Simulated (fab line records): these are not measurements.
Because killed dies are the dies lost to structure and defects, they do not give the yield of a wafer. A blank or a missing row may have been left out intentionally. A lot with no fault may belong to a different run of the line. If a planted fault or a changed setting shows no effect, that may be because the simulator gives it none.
Chamber matching || flow nandHarc || rieDiel-05 running NHARC_A_STAIRCASE_TRIM_220: 4 sister chambers
The step chemistry O2, time 211.2 s. 24 wafers are shown with their chamber, then 12 later ones without.

== EACH WAFER AND ITS CHAMBER ==
{"wafer": "L075.1", "chamber": 3, "drypumpMotorCurrentA (A)": 4.9, "oesProductAu (a.u.)": 0.999, "showerheadPlenumPTorr (Torr)": 3.28}
{"wafer": "L075.3", "chamber": 0, "drypumpMotorCurrentA (A)": 5.3, "oesProductAu (a.u.)": 1.014, "showerheadPlenumPTorr (Torr)": 3.48}
{"wafer": "L075.5", "chamber": 2, "drypumpMotorCurrentA (A)": 6.4, "oesProductAu (a.u.)": 0.984, "showerheadPlenumPTorr (Torr)": 3.42}
{"wafer": "L077.2", "chamber": 2, "drypumpMotorCurrentA (A)": 6.4, "oesProductAu (a.u.)": 0.989, "showerheadPlenumPTorr (Torr)": 3.42}
{"wafer": "L077.3", "chamber": 1, "drypumpMotorCurrentA (A)": 4.8, "oesProductAu (a.u.)": 1.012, "showerheadPlenumPTorr (Torr)": 3.39}
{"wafer": "L077.6", "chamber": 3, "drypumpMotorCurrentA (A)": 4.9, "oesProductAu (a.u.)": 0.991, "showerheadPlenumPTorr (Torr)": 3.28}
{"wafer": "L078.1", "chamber": 2, "drypumpMotorCurrentA (A)": 6.3, "oesProductAu (a.u.)": 0.985, "showerheadPlenumPTorr (Torr)": 3.41}
{"wafer": "L078.2", "chamber": 0, "drypumpMotorCurrentA (A)": 5.3, "oesProductAu (a.u.)": 1.007, "showerheadPlenumPTorr (Torr)": 3.47}
{"wafer": "L078.3", "chamber": 3, "drypumpMotorCurrentA (A)": 4.9, "oesProductAu (a.u.)": 0.986, "showerheadPlenumPTorr (Torr)": 3.28}
{"wafer": "L082.2", "chamber": 3, "drypumpMotorCurrentA (A)": 4.9, "oesProductAu (a.u.)": 0.992, "showerheadPlenumPTorr (Torr)": 3.81}
{"wafer": "L082.3", "chamber": 2, "drypumpMotorCurrentA (A)": 6.3, "oesProductAu (a.u.)": 0.994, "showerheadPlenumPTorr (Torr)": 3.41}
{"wafer": "L082.5", "chamber": 3, "drypumpMotorCurrentA (A)": 4.9, "oesProductAu (a.u.)": 0.994, "showerheadPlenumPTorr (Torr)": 3.81}
{"wafer": "L085.1", "chamber": 3, "drypumpMotorCurrentA (A)": 4.9, "oesProductAu (a.u.)": 1.001, "showerheadPlenumPTorr (Torr)": 3.80}
{"wafer": "L085.2", "chamber": 1, "drypumpMotorCurrentA (A)": 4.8, "oesProductAu (a.u.)": 1.017, "showerheadPlenumPTorr (Torr)": 3.38}
{"wafer": "L085.6", "chamber": 0, "drypumpMotorCurrentA (A)": 5.3, "oesProductAu (a.u.)": 0.995, "showerheadPlenumPTorr (Torr)": 3.46}
{"wafer": "L087.3", "chamber": 0, "drypumpMotorCurrentA (A)": 5.3, "oesProductAu (a.u.)": 0.994, "showerheadPlenumPTorr (Torr)": 3.46}
{"wafer": "L087.5", "chamber": 3, "drypumpMotorCurrentA (A)": 4.9, "oesProductAu (a.u.)": 0.982, "showerheadPlenumPTorr (Torr)": 3.79}
{"wafer": "L087.6", "chamber": 2, "drypumpMotorCurrentA (A)": 6.4, "oesProductAu (a.u.)": 0.991, "showerheadPlenumPTorr (Torr)": 3.40}
{"wafer": "L089.2", "chamber": 1, "drypumpMotorCurrentA (A)": 4.8, "oesProductAu (a.u.)": 1.013, "showerheadPlenumPTorr (Torr)": 3.37}
{"wafer": "L089.3", "chamber": 3, "drypumpMotorCurrentA (A)": 4.9, "oesProductAu (a.u.)": 0.991, "showerheadPlenumPTorr (Torr)": 3.79}
{"wafer": "L089.5", "chamber": 1, "drypumpMotorCurrentA (A)": 4.8, "oesProductAu (a.u.)": 1.005, "showerheadPlenumPTorr (Torr)": 3.37}
{"wafer": "L090.2", "chamber": 2, "drypumpMotorCurrentA (A)": 6.3, "oesProductAu (a.u.)": 0.991, "showerheadPlenumPTorr (Torr)": 3.40}
{"wafer": "L090.3", "chamber": 0, "drypumpMotorCurrentA (A)": 5.3, "oesProductAu (a.u.)": 0.995, "showerheadPlenumPTorr (Torr)": 3.46}
{"wafer": "L090.6", "chamber": 2, "drypumpMotorCurrentA (A)": 6.3, "oesProductAu (a.u.)": 0.978, "showerheadPlenumPTorr (Torr)": 3.40}

SIGNATURES (averages over the wafers above)
{"reading": "drypumpMotorCurrentA", "chamber 0": 5.300, "chamber 1": 4.800, "chamber 2": 6.343, "chamber 3": 4.900, "scatter within a chamber": 0.0293}
{"reading": "oesProductAu", "chamber 0": 1.00100, "chamber 1": 1.01175, "chamber 2": 0.98743, "chamber 3": 0.99200, "scatter within a chamber": 0.00652}
{"reading": "showerheadPlenumPTorr", "chamber 0": 3.4660, "chamber 1": 3.3775, "chamber 2": 3.4086, "chamber 3": 3.6050, "scatter within a chamber": 0.159}
Rule: distance of a wafer from a chamber = root of the sum over the readings of ((wafer's reading minus chamber's mean) / reading's scatter) squared. The wafer belongs to the nearest chamber; if the next one is less than 2 further off, it can't be placed. The scatter is the square root of a quotient: the sum, over the shown wafers, of each reading's squared deviation from its chamber's mean, divided by wafers minus chambers.

== WAFERS WHOSE CHAMBER IS MISSING ==
{"wafer": "L092.2", "drypumpMotorCurrentA (A)": 4.8, "oesProductAu (a.u.)": 1.011, "showerheadPlenumPTorr (Torr)": 3.36}
{"wafer": "L092.5", "drypumpMotorCurrentA (A)": 4.9, "oesProductAu (a.u.)": 0.986, "showerheadPlenumPTorr (Torr)": 3.78}
{"wafer": "L092.6", "drypumpMotorCurrentA (A)": 6.3, "oesProductAu (a.u.)": 0.994, "showerheadPlenumPTorr (Torr)": 3.39}
{"wafer": "L093.1", "drypumpMotorCurrentA (A)": 4.9, "oesProductAu (a.u.)": 1.009, "showerheadPlenumPTorr (Torr)": 3.78}
{"wafer": "L093.2", "drypumpMotorCurrentA (A)": 4.8, "oesProductAu (a.u.)": 1.025, "showerheadPlenumPTorr (Torr)": 3.36}
{"wafer": "L093.4", "drypumpMotorCurrentA (A)": 5.3, "oesProductAu (a.u.)": 1.009, "showerheadPlenumPTorr (Torr)": 3.45}
{"wafer": "L095.2", "drypumpMotorCurrentA (A)": 4.8, "oesProductAu (a.u.)": 1.003, "showerheadPlenumPTorr (Torr)": 3.36}
{"wafer": "L095.3", "drypumpMotorCurrentA (A)": 4.9, "oesProductAu (a.u.)": 0.986, "showerheadPlenumPTorr (Torr)": 3.78}
{"wafer": "L095.6", "drypumpMotorCurrentA (A)": 4.9, "oesProductAu (a.u.)": 0.984, "showerheadPlenumPTorr (Torr)": 3.78}
{"wafer": "L096.2", "drypumpMotorCurrentA (A)": 4.9, "oesProductAu (a.u.)": 0.980, "showerheadPlenumPTorr (Torr)": 3.78}
{"wafer": "L096.3", "drypumpMotorCurrentA (A)": 6.3, "oesProductAu (a.u.)": 0.984, "showerheadPlenumPTorr (Torr)": 3.39}
{"wafer": "L096.5", "drypumpMotorCurrentA (A)": 4.8, "oesProductAu (a.u.)": 1.008, "showerheadPlenumPTorr (Torr)": 3.35}

== WHICH CHAMBER EACH ONE RAN IN ==
{"wafer": "L092.2", "from the rows above": 1, "in truth": 1}
{"wafer": "L092.5", "from the rows above": 3, "in truth": 3}
{"wafer": "L092.6", "from the rows above": 2, "in truth": 2}
{"wafer": "L093.1", "from the rows above": "can't be placed: 3 or 1", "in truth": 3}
{"wafer": "L093.2", "from the rows above": 1, "in truth": 1}
{"wafer": "L093.4", "from the rows above": 0, "in truth": 0}
{"wafer": "L095.2", "from the rows above": 1, "in truth": 1}
{"wafer": "L095.3", "from the rows above": 3, "in truth": 3}
{"wafer": "L095.6", "from the rows above": 3, "in truth": 3}
{"wafer": "L096.2", "from the rows above": 3, "in truth": 3}
{"wafer": "L096.3", "from the rows above": 2, "in truth": 2}
{"wafer": "L096.5", "from the rows above": 1, "in truth": 1}
Placed correctly: 11 of 12. Unplaceable from these rows: 1, with the true chamber sitting among the candidates in 1. Wrongly placed: 0.
